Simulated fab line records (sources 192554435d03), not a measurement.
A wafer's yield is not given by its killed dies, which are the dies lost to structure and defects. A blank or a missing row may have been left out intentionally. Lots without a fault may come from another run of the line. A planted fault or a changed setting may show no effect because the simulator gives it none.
What tool caused it? + flow n5_finfet + 33 wafers sampled from 11 lots at 1 step of a route of 1938

## WHAT THE GAUGES READ, wafer by wafer
N5_FIN_SAQP_THK_MEAS_05.
| lot  | measured    | on            | thk_nm (nm)    |
|------|-------------|---------------|----------------|
| L219 | day 1 21:49 | film_metro-02 | 37.7 38.0 37.9 |
| L220 | day 2 03:07 | film_metro-01 | 37.4 37.9 38.2 |
| L227 | day 3 22:03 | film_metro-01 | 36.8 37.8 37.6 |
| L228 | day 4 03:55 | film_metro-02 | 37.7 38.4 38.6 |
| L229 | day 4 09:22 | film_metro-02 | 37.3 37.8 38.2 |
| L230 | day 4 15:16 | film_metro-01 | 38.0 38.3 37.6 |
| L231 | day 4 22:10 | film_metro-02 | 38.3 36.9 37.7 |
| L232 | day 5 04:48 | film_metro-01 | 37.6 37.2 37.1 |
| L239 | day 6 22:58 | film_metro-02 | 37.6 38.6 38.1 |
| L240 | day 7 03:10 | film_metro-01 | 38.9 38.5 37.9 |
| L241 | day 7 08:58 | film_metro-02 | 37.8 38.2 38.4 |

## WHAT TOOL EACH LOT RAN ON (gives the tool, then ch and the chambers of the sampled wafers, and finally the start)
The record shows no process step preceding these readings.

## AS READ BY THE TOOLS THEMSELVES (means over the sampled wafers that have a number; for cases with no such wafer, the mark the record gives instead)
The record holds no such reading with a usual standard deviation.

## THE ANSWER, worked out from the rows above alone
Rule: the usual values come from the lots themselves. The widest of any qualifying gaps counts: lots, ordered by their means at a reading, are off when they make up no more than a third of the lots, leave a main group of 4 or more, and stand apart from it by 3 or more times the standard deviation of that group's means. Not used: any main group whose means are identical at the precision the tables above print for the reading. A lot without any number at a reading at which 4 lots or more have one is off too. The other lots that the step has rows for count as sound. The gauges are gone through in route order, then the tools' own readings, and for those a lot's mean is taken as printed above. At the first step where some lot is off, the reading lying furthest off is the one used; lots without a number count as furthest.
None of the lots is off at any reading shown; this tells nothing.

## WHAT THE SIMULATOR HAD PUT IN
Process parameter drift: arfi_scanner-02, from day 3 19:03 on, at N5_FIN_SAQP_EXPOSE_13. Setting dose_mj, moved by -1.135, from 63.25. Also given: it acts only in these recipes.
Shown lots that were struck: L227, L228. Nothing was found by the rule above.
